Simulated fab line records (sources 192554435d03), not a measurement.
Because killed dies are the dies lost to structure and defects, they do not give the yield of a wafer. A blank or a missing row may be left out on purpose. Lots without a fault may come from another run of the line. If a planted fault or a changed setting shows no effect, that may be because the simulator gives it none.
fab line records :: flow n5_finfet
[record]
  lots = 4
  wafers = 12
  last_day = 21
route steps=1938 shown HKMG_FIN@409 BEOL_M4@1111 PASSIVATION@1936
lots that met no fault: taken from a fault-free run of the same line
start_h: hours from the record's first day to the start of the lot's first wafer shown :: wait_h: hours since the lot's step before :: " the same as in the row above :: L1.1+2: a row that stands for several wafers :: - no value, or no start was given :: * or withheld: withheld :: < > ~ a bound
route shown NAME@n: NAME is a module with steps in the file, n the number in the route of the first one :: usual: mean/standard deviation of fault-free wafers :: same: alike in all rows :: chamber/n: place in a boat :: sites: each site's reading :: _std_site: the values' standard deviation :: _edge_site: the outer-site mean with the inner-site mean subtracted :: radius_mm: how far each site lies from the wafer's centre :: mask NAME#n: copy n :: behind: the tool/chamber that last shaped the wafer :: hold: cause of the lot's hold/its duration in hours/its outcome :: device: the n, p or np transistor that did not switch :: end of line: tests run on the same wafers once the route is complete :: for a step that has no rows: nothing shown but its recipe :: killed: at the first sort, the dies lost to defects and structure; wafer yield is something else :: map: the dies of a wafer, with x for killed, . for not killed, _ for no die there
set.NAME: the setting as run; set.NAME@STEP: as run at that earlier step :: model.NAME: the simulator's own value behind a step, which no gauge read
certain route steps with their lots: each step a table, each wafer a row
services: from which hour (start_h, from the record's first day; less than 0 if before it) a tool's chamber was out of use, for how many hours, and why
[[steps]]
[step N5_HKMG_FIN_STRIP_60]
[recipe]
  chemistry = N2/H2
  power_w = 2500
  temp_c = 300
  h2_frac = 0.65
  time_s = 360
  pressure_mtorr = withheld
  n2_flow_sccm = 1750
  h2_flow_sccm = 3250
[step N5_HKMG_FIN_WET_ETCH_77]
[recipe]
  chemistry = dHCl
  mix = 1:10000
  temp_c = 25
  target = La2O3
  stop_on = HfO2
  target_depth_nm = 2
[step N5_HKMG_FIN_WET_ETCH_78]
[recipe]
  chemistry = dNH4OH
  mix = 1:50
  temp_c = 25
  target = Al2O3
  stop_on = La2O3
  target_depth_nm = 4.5
  dry = ipa_marangoni
  rinse_time_s = 30
  rinse_temp_c = 23
[step N5_HKMG_FIN_ALD_79]
[recipe]
  material = TiN
  target_thk_a = 15
  temp_c = 400
  ald_precursor_family = TiCl4
  ald_co_reactant = NH3
  pulse_time_s = 1
  purge_time_s = 3
  co_reactant_purge_time_s = 2
  co_reactant_pulse_time_s = 2
  ald_cycles = 68
  pressure_torr = 3
[step N5_HKMG_FIN_CVD_62]
[recipe]
  material = a-Si
  target_thk_a = 30
  temp_c = 500
  precursor = Si2H6
  pressure_torr = 1
  time_s = 20.8
[step N5_HKMG_FIN_RTA_80]
[recipe]
  temp_c = withheld
  time_s = 2
  ambient = N2
  idle_temp_c = 600
  ramp_up_c_per_s = 150
  ramp_down_c_per_s = 60
  cool_to_c = 600
[step N5_HKMG_FIN_PRECLEAN_64]
[recipe]
  chemistry = dHF
  time_s = 30
  temp_c = 25
  dilution = withheld
[step N5_HKMG_FIN_WET_ETCH_65]
[recipe]
  chemistry = TMAH
  temp_c = 70
  conc_wt_pct = 5
  target = a-Si
  stop_on = TiN
  time_s = 49
  target_depth_nm = 3
[step N5_HKMG_FIN_WET_ETCH_81]
[recipe]
  chemistry = SC1
  target = TiN
  stop_on = HfO2
  mix = 1:1:5
  temp_c = 60
  time_s = 57
  target_depth_nm = 6
[step N5_HKMG_FIN_WET_ETCH_82]
[recipe]
  chemistry = dHCl
  mix = 1:10000
  temp_c = 25
  target = La2O3
  stop_on = HfO2
  target_depth_nm = 2
  dry = ipa_marangoni
  rinse_time_s = 30
  rinse_temp_c = 23
[step N5_HKMG_FIN_ALD_36]
[recipe]
  material = TiN
  target_thk_a = 10
  temp_c = 400
  ald_precursor_family = TiCl4
  ald_co_reactant = NH3
  pulse_time_s = 1
  purge_time_s = 3
  co_reactant_purge_time_s = 2
  co_reactant_pulse_time_s = 2
  ald_cycles = 47
  pressure_torr = 3
[step N5_HKMG_FIN_PWFM_ALD_03]
[recipe]
  material = TiN
  target_thk_a = 20
  temp_c = 400
  ald_precursor_family = TiCl4
  ald_co_reactant = NH3
  pulse_time_s = 1
  purge_time_s = 3
  co_reactant_purge_time_s = 2
  co_reactant_pulse_time_s = 2
  ald_cycles = 91
  pressure_torr = 3
[usual]
  ald_cycles = 91/0
  chamber_pressure_Torr = 3.000/0.006
  heater_power_w = 883/88
  precursor_pulse_height_rel = 1.000/0.02
lot.wafer: L474.2
tool: ald_metal-01
chamber: 2
start_h: 82.00
wait_h: 0.0
ald_cycles: 91
chamber_pressure_Torr: 3.003
heater_power_w: 818
precursor_pulse_height_rel: 1.006
since_wet_clean_h: 1283

lot.wafer: L474.3
tool: ald_metal-01
chamber: 3
start_h: 82.00
wait_h: 0.0
ald_cycles: 91
chamber_pressure_Torr: 3.006
heater_power_w: 950
precursor_pulse_height_rel: 1.033
since_wet_clean_h: 1283

lot.wafer: L474.6
tool: ald_metal-01
chamber: 1
start_h: 82.00
wait_h: 0.0
ald_cycles: 91
chamber_pressure_Torr: 2.988
heater_power_w: 1005
precursor_pulse_height_rel: 1.023
since_wet_clean_h: -

lot.wafer: L490.1
tool: ald_metal-01
chamber: 2
start_h: 175.21
wait_h: 0.0
ald_cycles: 78
chamber_pressure_Torr: 2.998
heater_power_w: 795
precursor_pulse_height_rel: 0.980
since_wet_clean_h: 1377

lot.wafer: L490.2
tool: ald_metal-01
chamber: 3
start_h: 175.21
wait_h: 0.0
ald_cycles: 91
chamber_pressure_Torr: 2.994
heater_power_w: 937
precursor_pulse_height_rel: 1.004
since_wet_clean_h: 1377

lot.wafer: L490.5
tool: ald_metal-01
chamber: 0
start_h: 175.21
wait_h: 0.0
ald_cycles: 78
chamber_pressure_Torr: 2.998
heater_power_w: 814
precursor_pulse_height_rel: 0.982
since_wet_clean_h: -

lot.wafer: L491.1
tool: ald_metal-01
chamber: 0
start_h: 181.28
wait_h: 0.0
ald_cycles: 78
chamber_pressure_Torr: 2.991
heater_power_w: 780
precursor_pulse_height_rel: 1.007
since_wet_clean_h: 1383

lot.wafer: L491.2
tool: ald_metal-01
chamber: 3
start_h: 181.28
wait_h: 0.0
ald_cycles: 91
chamber_pressure_Torr: 2.995
heater_power_w: 947
precursor_pulse_height_rel: 0.998
since_wet_clean_h: 1383

lot.wafer: L491.4
tool: ald_metal-01
chamber: 1
start_h: 181.28
wait_h: 0.0
ald_cycles: 91
chamber_pressure_Torr: 2.989
heater_power_w: 999
precursor_pulse_height_rel: 1.027
since_wet_clean_h: 1383

lot.wafer: L496.1
tool: ald_metal-03
chamber: 1
start_h: 216.70
wait_h: 0.0
ald_cycles: 91
chamber_pressure_Torr: 2.998
heater_power_w: 799
precursor_pulse_height_rel: 1.005
since_wet_clean_h: 4495

lot.wafer: L496.4
tool: ald_metal-03
chamber: 3
start_h: 216.70
wait_h: 0.0
ald_cycles: 91
chamber_pressure_Torr: 3.002
heater_power_w: 988
precursor_pulse_height_rel: 0.995
since_wet_clean_h: 4495

lot.wafer: L496.5
tool: ald_metal-03
chamber: 0
start_h: 216.70
wait_h: 0.0
ald_cycles: 91
chamber_pressure_Torr: 2.992
heater_power_w: 949
precursor_pulse_height_rel: 1.015
since_wet_clean_h: -
[step N5_HKMG_FIN_COAT_29]
[recipe]
  resist = SOC
  temp_c = 250
  time_s = 60
  spin_rpm = 1500
  resist_thk_nm = 300
[step N5_HKMG_FIN_COAT_30]
[recipe]
  resist = SiARC
  temp_c = 220
  time_s = 60
  spin_rpm = 1500
  resist_thk_nm = 35
[step N5_HKMG_FIN_COAT_06]
[recipe]
  resist = CAR-ArF
  spin_rpm = 1500
  resist_thk_nm = 90
[step N5_HKMG_FIN_EBR_08]
[recipe]
  solvent = PGMEA
  ebr_width_mm = 1.5
[step N5_HKMG_FIN_SOFTBAKE_07]
[recipe]
  temp_c = 110
  time_s = 60
  resist = CAR-ArF
[step N5_HKMG_FIN_EXPOSE_09]
[recipe]
  mask_id = NWFM
  na = 1.35
  source_shape = conventional
  sigma_outer = 0.8
  polarization = unpolarized
  dose_mj = 39.25
[step N5_HKMG_FIN_PEB_10]
[recipe]
  peb_temp_c = withheld
  peb_time_s = 60
  resist = CAR-ArF
[step N5_HKMG_FIN_DEVELOP_11]
[recipe]
  develop_time_s = 30
  developer = TMAH
  resist = CAR-ArF
  dev_temp_c = 23
  rinse_liquid = diw
  dry = air_spin
[step N5_HKMG_FIN_DESCUM_17]
[recipe]
  chemistry = O2
  time_s = 7.9
  source_power_w = 50
  bias_power_w = 20
  pressure_mtorr = 20
  rf_frequency_hz = 2.712e+07
  temp_c = 40
  resist = CAR-ArF
  o2_flow_sccm = 225
[step N5_HKMG_FIN_ETCH_31]
[recipe]
  chemistry = CF4
  target = SiARC
  target_depth_a = 455
  mask_material = CAR-ArF
  time_s = 75.8
  ion_energy_ev = 80
  pressure_mtorr = 40
  source_w = 545
  bias_w = 36
  Ar_flow_sccm = 100
  cf4_flow_sccm = 100
  ends = cleared
[step N5_HKMG_FIN_ETCH_32]
[recipe]
  chemistry = N2/H2
  target = SOC
  target_depth_a = 2400
  temp_c = 40
  time_s = 300
  ion_energy_ev = 200
  mask_material = SiARC
  pressure_mtorr = 30
  source_w = 840
  bias_w = 150
  n2_flow_sccm = 200
  h2_flow_sccm = 200
[step N5_HKMG_FIN_STRIP_33]
[recipe]
  chemistry = N2/H2
  temp_c = 40
  n2_flow_sccm = 200
  h2_flow_sccm = 200
  rf_frequency_hz = 6e+07
[step N5_HKMG_FIN_STRIP_34]
[recipe]
  chemistry = CF4
  resist = SiARC
  power_w = 300
  bias_power_w = 75
  pressure_mtorr = 50
  cf4_flow_sccm = 150
  rf_frequency_hz = 6e+07
[step N5_HKMG_FIN_ETCH_35]
[recipe]
  chemistry = N2/H2
  target = SOC
  target_depth_a = 2158
  ion_energy_ev = 65
  bias_w = 5
  source_w = 3000
  time_s = 243.4
  pressure_mtorr = 30
  n2_flow_sccm = 200
  h2_flow_sccm = 200
[step N5_HKMG_FIN_STRIP_92]
[recipe]
  chemistry = N2/H2
  material = SOC
  time_s = 20
  power_w = 500
  temp_c = 40
  pressure_mtorr = 50
  rf_frequency_hz = 6e+07
  bias_power_w = 8
  h2_frac = 0.5
  n2_flow_sccm = 300
  h2_flow_sccm = 300
[step N5_HKMG_FIN_WET_ETCH_18]
[recipe]
  chemistry = SC1
  target = TiN
  mix = 1:1:5
  temp_c = *
  time_s = 55
  target_depth_nm = 5.2
  dry = ipa_marangoni
  rinse_time_s = 30
  rinse_temp_c = 23
[step N5_HKMG_FIN_STRIP_19]
[recipe]
  chemistry = N2/H2
  power_w = 2500
  temp_c = 300
  h2_frac = 0.65
  time_s = 360
  pressure_mtorr = withheld
  n2_flow_sccm = 1750
  h2_flow_sccm = 3250
[step N5_HKMG_FIN_ALD_91]
[recipe]
  material = TiN
  target_thk_a = 10
  temp_c = 400
  ald_precursor_family = TiCl4
  ald_co_reactant = NH3
  pulse_time_s = 1
  purge_time_s = 3
  co_reactant_purge_time_s = 2
  co_reactant_pulse_time_s = 2
  ald_cycles = 47
  pressure_torr = 3
[step N5_HKMG_FIN_COAT_85]
[recipe]
  resist = SOC
  temp_c = 250
  time_s = 60
  spin_rpm = 1500
  resist_thk_nm = 300
[step N5_HKMG_FIN_ETCH_86]
[recipe]
  chemistry = N2/H2
  target = SOC
  target_depth_a = 3932
  stop_on = TiN
  ion_energy_ev = 100
  bias_w = 61
  pressure_mtorr = 30
  source_w = 850
  n2_flow_sccm = 200
  h2_flow_sccm = 200
[step N5_HKMG_FIN_STRIP_89]
[recipe]
  chemistry = N2/H2
  material = SOC
  time_s = 20
  power_w = 500
  temp_c = 40
  pressure_mtorr = 50
  rf_frequency_hz = 6e+07
  bias_power_w = 8
  h2_frac = 0.5
  n2_flow_sccm = 300
  h2_flow_sccm = 300
[step N5_HKMG_FIN_WET_ETCH_87]
[recipe]
  chemistry = SC1
  target = TiN
  mix = 1:2:40
  temp_c = 50
  time_s = 154.2
  target_depth_nm = 4.7
  dry = ipa_marangoni
  rinse_time_s = 30
  rinse_temp_c = 23
[step N5_HKMG_FIN_STRIP_88]
[recipe]
  chemistry = N2/H2
  power_w = 2500
  temp_c = 300
  h2_frac = 0.65
  time_s = 360
  pressure_mtorr = withheld
  n2_flow_sccm = 1750
  h2_flow_sccm = 3250
[step N5_HKMG_FIN_NWFM_ALD_20]
[recipe]
  material = TiAlC
  target_thk_a = 20
  temp_c = 300
  ald_precursor_family = TiCl4
  ald_co_reactant = TEA
  pulse_time_s = 3
  purge_time_s = 2
  co_reactant_purge_time_s = 2
  co_reactant_pulse_time_s = 10
  ald_cycles = 7
  pressure_torr = 3
[step N5_HKMG_FIN_ALD_71]
[recipe]
  material = TiN
  target_thk_a = 10
  temp_c = 400
  ald_precursor_family = TiCl4
  ald_co_reactant = NH3
  pulse_time_s = 1
  purge_time_s = 3
  co_reactant_purge_time_s = 2
  co_reactant_pulse_time_s = 2
  ald_cycles = 47
  pressure_torr = 3
[step N5_HKMG_FIN_COAT_66]
[recipe]
  resist = SOC
  temp_c = 250
  time_s = 60
  spin_rpm = 1500
  resist_thk_nm = 300
[step N5_BEOL_M4_RC_MEAS_101]
[usual]
  DIBL_N = 37.7/2
  DIBL_P = 37.7/2.3
  IOFF_N = 0.18/0.039
  IOFF_P = 0.23/0.042
  ION_N = 681/12
  ION_P = 463/8
  SS_N = 71.9/0.68
  SS_P = 73.6/0.71
  VT_N = 248/3.2
  VT_P = -249/3.1
  VT_P_LONG = -275.9/2.7
  VT_P_LVT = -98.9/2.8
lot.wafer: L474.2
tool: prober-01
chamber: 0
start_h: 274.08
wait_h: 0.2
DIBL_N[mV/V]: 36.4
DIBL_P[mV/V]: 34.7
IOFF_N[nA/um]: 0.17
IOFF_P[nA/um]: 0.20
ION_N[uA/um]: 700
ION_P[uA/um]: 469
SS_N[mV/dec]: 71.9
SS_P[mV/dec]: 72.9
VT_N[mV]: 246
VT_P[mV]: -253
VT_P_LONG[mV]: -277.5
VT_P_LVT[mV]: -100.8

lot.wafer: L474.3
tool: prober-01
chamber: 0
start_h: 274.08
wait_h: 0.2
DIBL_N[mV/V]: 37.5
DIBL_P[mV/V]: 35.6
IOFF_N[nA/um]: 0.19
IOFF_P[nA/um]: 0.20
ION_N[uA/um]: 681
ION_P[uA/um]: 456
SS_N[mV/dec]: 71.8
SS_P[mV/dec]: 73.0
VT_N[mV]: 245
VT_P[mV]: -250
VT_P_LONG[mV]: -274.7
VT_P_LVT[mV]: -101.8

lot.wafer: L474.6
tool: prober-01
chamber: 0
start_h: 274.08
wait_h: 0.2
DIBL_N[mV/V]: 35.1
DIBL_P[mV/V]: 33.7
IOFF_N[nA/um]: 0.15
IOFF_P[nA/um]: 0.19
ION_N[uA/um]: 683
ION_P[uA/um]: 466
SS_N[mV/dec]: 71.0
SS_P[mV/dec]: 72.4
VT_N[mV]: 248
VT_P[mV]: -251
VT_P_LONG[mV]: -278.0
VT_P_LVT[mV]: -102.0

lot.wafer: L490.1
tool: prober-02
chamber: 0
start_h: 348.45
wait_h: 0.0
DIBL_N[mV/V]: 38.2
DIBL_P[mV/V]: 37.3
IOFF_N[nA/um]: 0.19
IOFF_P[nA/um]: 0.17
ION_N[uA/um]: 676
ION_P[uA/um]: 444
SS_N[mV/dec]: 72.1
SS_P[mV/dec]: 74.2
VT_N[mV]: 248
VT_P[mV]: -261
VT_P_LONG[mV]: -286.2
VT_P_LVT[mV]: -110.4

lot.wafer: L490.2
tool: prober-02
chamber: 0
start_h: 348.45
wait_h: 0.0
DIBL_N[mV/V]: 37.6
DIBL_P[mV/V]: 35.4
IOFF_N[nA/um]: 0.19
IOFF_P[nA/um]: 0.23
ION_N[uA/um]: 685
ION_P[uA/um]: 471
SS_N[mV/dec]: 71.3
SS_P[mV/dec]: 73.7
VT_N[mV]: 245
VT_P[mV]: -247
VT_P_LONG[mV]: -276.7
VT_P_LVT[mV]: -99.2

lot.wafer: L490.5
tool: prober-02
chamber: 0
start_h: 348.45
wait_h: 0.0
DIBL_N[mV/V]: 38.9
DIBL_P[mV/V]: 38.7
IOFF_N[nA/um]: 0.21
IOFF_P[nA/um]: 0.18
ION_N[uA/um]: 683
ION_P[uA/um]: 449
SS_N[mV/dec]: 72.3
SS_P[mV/dec]: 74.1
VT_N[mV]: 247
VT_P[mV]: -260
VT_P_LONG[mV]: -285.7
VT_P_LVT[mV]: -110.7

lot.wafer: L491.1
tool: prober-01
chamber: 0
start_h: 360.05
wait_h: 0.0
DIBL_N[mV/V]: 40.2
DIBL_P[mV/V]: 38.8
IOFF_N[nA/um]: 0.22
IOFF_P[nA/um]: 0.18
ION_N[uA/um]: 684
ION_P[uA/um]: 449
SS_N[mV/dec]: 72.6
SS_P[mV/dec]: 73.9
VT_N[mV]: 245
VT_P[mV]: -259
VT_P_LONG[mV]: -287.3
VT_P_LVT[mV]: -106.7

lot.wafer: L491.2
tool: prober-01
chamber: 0
start_h: 360.05
wait_h: 0.0
DIBL_N[mV/V]: 35.7
DIBL_P[mV/V]: 34.9
IOFF_N[nA/um]: 0.13
IOFF_P[nA/um]: 0.18
ION_N[uA/um]: 664
ION_P[uA/um]: 460
SS_N[mV/dec]: 70.7
SS_P[mV/dec]: 73.0
VT_N[mV]: 250
VT_P[mV]: -253
VT_P_LONG[mV]: -275.2
VT_P_LVT[mV]: -100.8

lot.wafer: L491.4
tool: prober-01
chamber: 0
start_h: 360.05
wait_h: 0.0
DIBL_N[mV/V]: 39.5
DIBL_P[mV/V]: 38.7
IOFF_N[nA/um]: 0.21
IOFF_P[nA/um]: 0.25
ION_N[uA/um]: 688
ION_P[uA/um]: 471
SS_N[mV/dec]: 71.4
SS_P[mV/dec]: 73.8
VT_N[mV]: 247
VT_P[mV]: -246
VT_P_LONG[mV]: -276.1
VT_P_LVT[mV]: -97.3

lot.wafer: L496.1
tool: prober-02
chamber: 0
start_h: 402.27
wait_h: 0.0
DIBL_N[mV/V]: 38.4
DIBL_P[mV/V]: 37.0
IOFF_N[nA/um]: 0.23
IOFF_P[nA/um]: 0.25
ION_N[uA/um]: 706
ION_P[uA/um]: 471
SS_N[mV/dec]: 72.1
SS_P[mV/dec]: 73.2
VT_N[mV]: 241
VT_P[mV]: -246
VT_P_LONG[mV]: -271.4
VT_P_LVT[mV]: -97.2

lot.wafer: L496.4
tool: prober-02
chamber: 0
start_h: 402.27
wait_h: 0.0
DIBL_N[mV/V]: 37.0
DIBL_P[mV/V]: 34.9
IOFF_N[nA/um]: 0.16
IOFF_P[nA/um]: 0.21
ION_N[uA/um]: 663
ION_P[uA/um]: 455
SS_N[mV/dec]: 71.9
SS_P[mV/dec]: 72.4
VT_N[mV]: 251
VT_P[mV]: -247
VT_P_LONG[mV]: -269.2
VT_P_LVT[mV]: -101.0

lot.wafer: L496.5
tool: prober-02
chamber: 0
start_h: 402.27
wait_h: 0.0
DIBL_N[mV/V]: 38.9
DIBL_P[mV/V]: 39.3
IOFF_N[nA/um]: 0.24
IOFF_P[nA/um]: 0.29
ION_N[uA/um]: 705
ION_P[uA/um]: 475
SS_N[mV/dec]: 72.5
SS_P[mV/dec]: 75.0
VT_N[mV]: 241
VT_P[mV]: -245
VT_P_LONG[mV]: -270.6
VT_P_LVT[mV]: -95.6
[step N5_PASSIVATION_PROBE_49]
[usual]
  defect_limited_yield = 91.1/1.4
  killed_at_M0_to_M3 = 34/9.6
  killed_at_M4_up = 15/5.3
  killed_at_contacts = 12/6.1
  killed_at_front_end = 40/11
  killed_at_other = 3.5/2.8
  killed_dies = 105/17
  killed_on_rim = 14/4.3
  killed_open = 70/12
  killed_short = 34/7.7
  sort_bin_5_function = 5.2/0.97
  sort_bin_6_memory = 3.4/0.62
  sort_n_pass = 1075/17
  sort_yield_pct = 91.1/1.4
[same]
  gross_dies = 1180
  killed_at_back_side = 0
  sort_bin_4_leakage[%] = 0
  sort_bin_8_speed[%] = 0
lot.wafer: L474.2
tool: prober-01
chamber: -
start_h: 387.88
wait_h: 0.1
defect_limited_yield[%]: 92.4
killed_at_M0_to_M3: 24
killed_at_M4_up: 23
killed_at_contacts: 1
killed_at_front_end: 37
killed_at_other: 5
killed_dies: 90
killed_on_rim: 16
killed_open: 57
killed_short: 25
sort_bin_5_function[%]: 4.2
sort_bin_6_memory[%]: 3.1
sort_n_pass: 1090
sort_yield_pct[%]: 92.4

lot.wafer: L474.3
tool: prober-01
chamber: -
start_h: 387.93
wait_h: 0.1
defect_limited_yield[%]: 90.6
killed_at_M0_to_M3: 38
killed_at_M4_up: 10
killed_at_contacts: 7
killed_at_front_end: 48
killed_at_other: 8
killed_dies: 111
killed_on_rim: 11
killed_open: 67
killed_short: 42
sort_bin_5_function[%]: 5.9
sort_bin_6_memory[%]: 3.5
sort_n_pass: 1069
sort_yield_pct[%]: 90.6

lot.wafer: L474.6
tool: prober-01
chamber: -
start_h: 388.08
wait_h: 0.3
defect_limited_yield[%]: 91.9
killed_at_M0_to_M3: 20
killed_at_M4_up: 12
killed_at_contacts: 4
killed_at_front_end: 53
killed_at_other: 6
killed_dies: 95
killed_on_rim: 6
killed_open: 57
killed_short: 38
sort_bin_5_function[%]: 4.2
sort_bin_6_memory[%]: 3.3
sort_n_pass: 1085
sort_yield_pct[%]: 91.9

lot.wafer: L491.1
tool: prober-01
chamber: -
start_h: 460.24
wait_h: 0.0
defect_limited_yield[%]: 89.4
killed_at_M0_to_M3: 59
killed_at_M4_up: 16
killed_at_contacts: 10
killed_at_front_end: 40
killed_at_other: 0
killed_dies: 125
killed_on_rim: 21
killed_open: 80
killed_short: 44
sort_bin_5_function[%]: 6.6
sort_bin_6_memory[%]: 3.6
sort_n_pass: 1055
sort_yield_pct[%]: 89.4

lot.wafer: L491.2
tool: prober-01
chamber: -
start_h: 460.29
wait_h: 0.1
defect_limited_yield[%]: 89.1
killed_at_M0_to_M3: 51
killed_at_M4_up: 18
killed_at_contacts: 19
killed_at_front_end: 38
killed_at_other: 3
killed_dies: 129
killed_on_rim: 16
killed_open: 86
killed_short: 43
sort_bin_5_function[%]: 6.6
sort_bin_6_memory[%]: 3.8
sort_n_pass: 1051
sort_yield_pct[%]: 89.1

lot.wafer: L491.4
tool: prober-01
chamber: -
start_h: 460.39
wait_h: 0.2
defect_limited_yield[%]: 92.8
killed_at_M0_to_M3: 44
killed_at_M4_up: 10
killed_at_contacts: 12
killed_at_front_end: 17
killed_at_other: 2
killed_dies: 85
killed_on_rim: 10
killed_open: 67
killed_short: 18
sort_bin_5_function[%]: 4.5
sort_bin_6_memory[%]: 2.6
sort_n_pass: 1095
sort_yield_pct[%]: 92.8

lot.wafer: L496.1
tool: prober-01
chamber: -
start_h: 510.06
wait_h: 0.0
defect_limited_yield[%]: 91.9
killed_at_M0_to_M3: 22
killed_at_M4_up: 17
killed_at_contacts: 8
killed_at_front_end: 43
killed_at_other: 5
killed_dies: 95
killed_on_rim: 12
killed_open: 59
killed_short: 35
sort_bin_5_function[%]: 4.5
sort_bin_6_memory[%]: 3.3
sort_n_pass: 1085
sort_yield_pct[%]: 91.9

lot.wafer: L496.4
tool: prober-01
chamber: -
start_h: 510.21
wait_h: 0.2
defect_limited_yield[%]: 93.0
killed_at_M0_to_M3: 23
killed_at_M4_up: 16
killed_at_contacts: 14
killed_at_front_end: 25
killed_at_other: 5
killed_dies: 83
killed_on_rim: 6
killed_open: 61
killed_short: 22
sort_bin_5_function[%]: 4.2
sort_bin_6_memory[%]: 2.6
sort_n_pass: 1097
sort_yield_pct[%]: 93.0

lot.wafer: L496.5
tool: prober-01
chamber: -
start_h: 510.26
wait_h: 0.2
defect_limited_yield[%]: 89.7
killed_at_M0_to_M3: 40
killed_at_M4_up: 13
killed_at_contacts: 14
killed_at_front_end: 48
killed_at_other: 6
killed_dies: 121
killed_on_rim: 14
killed_open: 65
killed_short: 55
sort_bin_5_function[%]: 6.1
sort_bin_6_memory[%]: 3.7
sort_n_pass: 1059
sort_yield_pct[%]: 89.7
// killed by level:class
L474.2 BEOL_M4:geometric_particle:open=10 FIN_SAQP:geometric_particle:open=7 BEOL_M2:geometric_particle:open=6 STI_FIN_REVEAL:geometric_particle:open=5 DUMMY_GATE:geometric_particle:open=5 BEOL_M2:geometric_particle:short=5 HKMG_FIN:area_etch=5 BEOL_M0_SAQP:geometric_particle:short=4
L474.3 FIN_SAQP:geometric_particle:open=12 BEOL_M1:geometric_particle:open=11 BEOL_M0_SAQP:geometric_particle:short=9 FIN_SAQP:geometric_particle:short=8 STI_FIN_REVEAL:geometric_particle:open=8 BEOL_M0_SAQP:geometric_particle:open=7 STARTING-WAFER:geometric_particle:short=7 MOL_CONTACT_COAG:geometric_particle:open=6
L474.6 FIN_SAQP:geometric_particle:short=17 FIN_SAQP:geometric_particle:open=14 STI_FIN_REVEAL:geometric_particle:open=5 BEOL_M3:geometric_particle:open=5 STARTING-WAFER:geometric_particle:short=4 MOL_CONTACT_COAG:geometric_particle:open=4 BEOL_M0_SAQP:geometric_particle:open=4 BEOL_M1:geometric_particle:open=4
L491.1 BEOL_M1:geometric_particle:short=14 BEOL_M2:geometric_particle:open=12 STI_FIN_REVEAL:geometric_particle:open=11 BEOL_M4:geometric_particle:open=9 MOL_CONTACT_COAG:geometric_particle:open=9 BEOL_M3:geometric_particle:open=8 FIN_SAQP:geometric_particle:open=6 BEOL_M0_SAQP:geometric_particle:open=6
L491.2 MOL_CONTACT_COAG:geometric_particle:open=14 BEOL_M2:geometric_particle:open=11 BEOL_M3:geometric_particle:open=10 BEOL_M4:geometric_particle:open=9 FIN_SAQP:geometric_particle:open=8 FIN_SAQP:geometric_particle:short=8 BEOL_M1:geometric_particle:open=8 BEOL_M0_SAQP:geometric_particle:open=7
L491.4 BEOL_M2:geometric_particle:open=12 MOL_CONTACT_COAG:geometric_particle:open=10 BEOL_M0:geometric_particle:open=9 BEOL_M0_SAQP:geometric_particle:short=6 BEOL_M0_SAQP:geometric_particle:open=5 BEOL_M4:geometric_particle:open=5 STARTING-WAFER:geometric_particle:open=5 DUMMY_GATE:geometric_particle:open=4
L496.1 STI_FIN_REVEAL:geometric_particle:open=11 GATE_CUT:geometric_particle:short=9 MOL_CONTACT_COAG:geometric_particle:open=7 BEOL_M4:geometric_particle:open=7 FIN_SAQP:geometric_particle:open=6 BEOL_M1:geometric_particle:open=5 BEOL_M0_SAQP:geometric_particle:open=4 BEOL_M2:geometric_particle:open=4
L496.4 MOL_CONTACT_COAG:geometric_particle:open=13 BEOL_M0_SAQP:geometric_particle:open=10 STI_FIN_REVEAL:geometric_particle:open=7 BEOL_M2:geometric_particle:open=6 BEOL_M4:geometric_particle:open=5 DUMMY_GATE:geometric_particle:open=4 GATE_CUT:geometric_particle:short=4 BEOL_M0_SAQP:geometric_particle:short=4
L496.5 BEOL_M0_SAQP:geometric_particle:short=10 FIN_SAQP:geometric_particle:short=9 MOL_CONTACT_COAG:geometric_particle:open=8 STI_FIN_REVEAL:geometric_particle:open=7 FIN_SAQP:geometric_particle:open=6 MOL_CONTACT_COAG:geometric_particle:short=6 BEOL_M0:geometric_particle:open=5 BEOL_M2:geometric_particle:open=5
[[services]]
tool: ald_metal-01
chamber: -
start_h: 124.88
hours: 0.9
kind: repair

tool: ald_metal-01
chamber: 1
start_h: 154.10
hours: 16.1
kind: repair

tool: ald_metal-03
chamber: 3
start_h: 160.13
hours: 24.5
kind: repair

tool: ald_metal-03
chamber: -
start_h: 207.08
hours: 6.0
kind: pm
[[key]]
[first_sign]
  step = N5_HKMG_FIN_PWFM_ALD_03
  reading = ald_cycles
  direction = down
  sigmas = 99+
  usual = *
  struck = *
[effect]
  step = N5_BEOL_M4_RC_MEAS_101
  reading = VT_P_LONG
  direction = down
  sigmas = 3.9
  usual = -275.9
  struck = -286.4
[effect]
  step = N5_BEOL_M4_RC_MEAS_101
  reading = VT_P_LVT
  direction = down
  sigmas = 3.7
  usual = -98.9
  struck = -109.3
[effect]
  step = N5_BEOL_M4_RC_MEAS_101
  reading = VT_P
  direction = down
  sigmas = 3.3
  usual = -249
  struck = -260
met_at N5_HKMG_FIN_PWFM_ALD_03
struck_wafers L490.1,L490.5,L491.1
[baseline_loss]
  step = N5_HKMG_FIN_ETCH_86
  wafers = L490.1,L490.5
onset_between 82.00 175.21
[fault]
  kind = process_parameter_drift
  tool = ald_metal-01
  chamber = -
  onset_h = 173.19
  steps = N5_HKMG_FIN_PWFM_ALD_03
  channel = ald_cycles
  offset = *
  shape = step
  end_h = 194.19
  scope = struck_wafers_only
  acts_in = *
  stated = *
// baseline_loss: these wafers lose ten dies or more at that step, a loss of the line's own and not of a fault; the sort's usual values leave them out
